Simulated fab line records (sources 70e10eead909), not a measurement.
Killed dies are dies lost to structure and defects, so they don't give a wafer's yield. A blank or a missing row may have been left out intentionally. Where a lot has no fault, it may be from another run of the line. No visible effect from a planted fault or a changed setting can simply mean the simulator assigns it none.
Chamber matching | flow nand harc | NHARC_A_CONTACT_ALD_18 on ald metal-04 has 4 sister chambers
The step deposits TiN, target thk 3 nm, pulse time 1 s, ald cycles 150. 8 wafers are shown with their chamber, then 8 later ones without.

== WAFERS WITH THEIR CHAMBER ==
wafer  | chamber | heater power w (W) | precursor pulse height rel
L079.6 | 0       | 1044               | 1.003
L079.5 | 1       | 1053               | 1.024
L083.5 | 3       | 990                | 1.017
L083.6 | 2       | 1427               | 0.994
L083.1 | 3       | 995                | 0.958
L083.3 | 0       | 1005               | 1.014
L083.4 | 1       | 1087               | 1.011
L087.4 | 2       | 1439               | 0.998

== WAFERS MISSING THEIR CHAMBER ==
wafer  | heater power w (W) | precursor pulse height rel
L087.5 | 1110               | 0.994
L087.6 | 991                | 0.984
L096.4 | 1019               | 0.986
L096.5 | 991                | 1.004
L096.6 | 1468               | 0.979
L095.1 | 989                | 1.003
L095.2 | 994                | 1.022
L095.4 | 1113               | 1.000

== WHICH CHAMBER EACH WENT THROUGH ==
wafer  | from the rows above          | in truth
L087.5 | 1                            | 1
L087.6 | can't be placed: 3 or 0      | 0
L096.4 | can't be placed: 0 or 3 or 1 | 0
L096.5 | can't be placed: 3 or 0      | 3
L096.6 | 2                            | 2
L095.1 | can't be placed: 3 or 0      | 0
L095.2 | can't be placed: 3 or 0      | 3
L095.4 | 1                            | 1
Correct placement for 3 of the 8. These rows do not allow placing 5 (true chamber among the candidates in 5). 0 placed wrongly.
How it was worked out, from the rows above alone: a wafer's distance from a chamber is the root of the sum, over the readings, of the square of ((its reading less the chamber's mean) divided by the reading's scatter). If the next closest chamber is less than 2 further off than the closest, the wafer can't be placed; otherwise it belongs to the closest. For every chamber, the mean is computed from those of its wafers that are shown. How the scatter is found: for the shown wafers, subtract from each reading the mean of its chamber, square and add these, divide the total by (wafers less chambers), then take the root.
